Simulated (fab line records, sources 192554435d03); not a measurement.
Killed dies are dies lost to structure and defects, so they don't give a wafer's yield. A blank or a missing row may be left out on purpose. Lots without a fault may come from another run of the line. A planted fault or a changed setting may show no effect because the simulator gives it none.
A struck lot beside a sound one | flow n5_finfet | 24 steps out of a route of 1938
Sound: wafers L687.1, L687.3, L687.5. Struck: wafer L697.1. (L697.5, L697.6 of the same lot were not struck and are left out.) The cause comes at the end.
At each step with rows: each side's tool, then ch and its chambers, then its first start. Under that, the readings that differ: sound wafers | struck wafers | difference of the means | sigmas: that difference in standard deviations of wafers without a fault.
alike: readings whose means differ by less than 2 such deviations, and words and numbers that are the same on both sides. not compared: withheld readings, readings that some wafer has no value for, bounds like >300 that may hide the same value, and numbers for which the record gives no deviation and whose values overlap.
The two part at a step that has a row with sigmas, a row that says differs or no value, or rows on one side only. Numbers that don't overlap but have no deviation are shown without sigmas and don't part them. A reading that every wafer of one side lacks parts them only if that side has two wafers or more.

first, 1 step without rows for these wafers: N5_BEOL_M12_HARDBAKE_32 (time 120 s).
N5_BEOL_M12_CD_MEAS_28: target cd 160.2 nm.
  sound on cd_sem-01 ch 0, day 13 15:11; struck on cd_sem-01 ch 0, day 16 12:07
  alike: cd_nm
N5_BEOL_M12_OVL_MEAS_29:
  sound on overlay-01 ch 0, day 13 15:13; struck on overlay-02 ch 0, day 16 12:10
  alike: M12_OVL
N5_BEOL_M12_INSPECT_30: inspects for defects (macro).
  sound on defect_inspect-02, day 13 15:15; struck on defect_inspect-01, day 16 12:11
  alike: raw_defect_count
N5_BEOL_M12_DESCUM_33: chemistry O2, time 7.9 s.
  sound on rie_diel-01 ch 1,2,3, day 13 15:17; struck on rie_diel-01 ch 1, day 16 12:19
  alike: drypump_motor_current_A, oes_product_au, rf_vpp_V, showerhead_plenum_p_Torr, throttle_valve_pct
  not compared: rf_hours_counter_h
then, 3 steps without rows for these wafers: N5_BEOL_M12_ETCH_67 (etches SiARC in CF4, target depth 143 nm, time 238.3 s); N5_BEOL_M12_ETCH_68 (etches SOC in N2/H2, time 285 s); N5_BEOL_M12_STRIP_69 (strips in N2/H2).
N5_BEOL_M12_TRENCH_ETCH_34: etches SiOC in C4F8/O2/Ar, target depth 318.95 nm, time 125.5 s.
  sound on rie_diel-01 ch 1,2,3, day 13 15:39; struck on rie_diel-01 ch 1, day 16 12:40
  alike: drypump_motor_current_A, oes_product_au, rf_vpp_V, showerhead_plenum_p_Torr, throttle_valve_pct
  not compared: rf_hours_counter_h
then, 1 step without rows for these wafers: N5_BEOL_M12_STRIP_70 (strips in C4F8/O2/Ar).
N5_BEOL_M12_OCD_MEAS_35:
  sound on ocd-02, day 13 15:48; struck on ocd-01, day 16 12:49
  alike: trench_depth_nm
N5_BEOL_M12_STRIP_37: strips in N2/H2.
  sound on plasma_asher-02 ch 1, day 13 15:50; struck on plasma_asher-01 ch 0, day 16 13:11
  reading            | sound       | struck | difference | sigmas
  heater_power_w (W) | 270 271 268 | 326    | +56        | +2
  alike: drypump_motor_current_A, oes_product_au
  not compared: rf_hours_counter_h
N5_BEOL_M12_ETCH_38: etches SiCN in CF4/N2, target depth 68.7 nm, time 73.4 s.
  sound on rie_diel-01 ch 1,2,3, day 13 21:49; struck on rie_diel-01 ch 3, day 16 15:16
  reading                                       | sound             | struck | difference | sigmas
  model.etch.depth_nm (nm)                      | 61.04 58.03 58.31 | 42.63  | -16.50     |
  model.SiOC_of_BEOL_M12_ILD_DEP_00.thk_nm (nm) | 606 597.8 607.4   | 619.2  | +15.5      |
  alike: drypump_motor_current_A, oes_product_au, rf_vpp_V, showerhead_plenum_p_Torr, throttle_valve_pct
  not compared: rf_hours_counter_h
then, 4 steps without rows for these wafers: N5_BEOL_M12_PRECLEAN_39 (cleans in residue remover, time 60 s); N5_BEOL_M12_SRD_40 (time 30 s, dry time 30 s); N5_BEOL_M12_DEGAS_41 (time 60 s); N5_BEOL_M12_PRE_CLEAN_42 (time 30 s).
N5_BEOL_M12_SPUTTER_43: material TaN, target thk 15 nm, time 24.19 s.
  sound on pvd_sputter-03, day 13 22:28; struck on pvd_sputter-03, day 16 16:06
  alike: throttle_valve_pct
then, 3 steps without rows for these wafers: N5_BEOL_M12_SPUTTER_44 (material Ta, target thk 10 nm, time 16.13 s); N5_BEOL_M12_SPUTTER_45 (material Cu, target thk 80 nm, time 13.33 s); N5_BEOL_M12_ECD_47 (material Cu, target thk 720 nm).
N5_BEOL_M12_ANNEAL_48: time 90 s.
  sound on rtp_anneal-01 ch 0, day 13 22:53; struck on rtp_anneal-01 ch 0, day 16 19:34
  alike: wafer_temp_C_max
N5_BEOL_M12_CMP_49: polishes, stops on SiOC, t overpolish 20.6 s, target thk 320 nm.
  sound on cmp-03 ch 1,3, day 13 23:12; struck on cmp-02 ch 2, day 16 19:58
  reading                                       | sound           | struck | difference | sigmas
  model.SiOC_of_BEOL_M12_ILD_DEP_00.thk_nm (nm) | 596 587.8 597.4 | 609.2  | +15.5      |
  alike: barrier_field_endpoint_s, clearing_platen_down_force_psi, clearing_platen_rpm, motor_current_A, overpolish_run_s
  not compared: pad_life_wafers
N5_BEOL_M12_THK_MEAS_50: measures by xrf.
  sound on film_metro-02, day 13 23:29; struck on film_metro-02, day 16 20:09
  alike: M12_THK

WHERE THEY PART
Only at N5_BEOL_M12_STRIP_37, within this record. Later steps at which nothing parts them and some readings are alike: N5_BEOL_M12_ETCH_38, N5_BEOL_M12_SPUTTER_43, N5_BEOL_M12_ANNEAL_48, N5_BEOL_M12_CMP_49, N5_BEOL_M12_THK_MEAS_50.

WHY: what the simulator had put in
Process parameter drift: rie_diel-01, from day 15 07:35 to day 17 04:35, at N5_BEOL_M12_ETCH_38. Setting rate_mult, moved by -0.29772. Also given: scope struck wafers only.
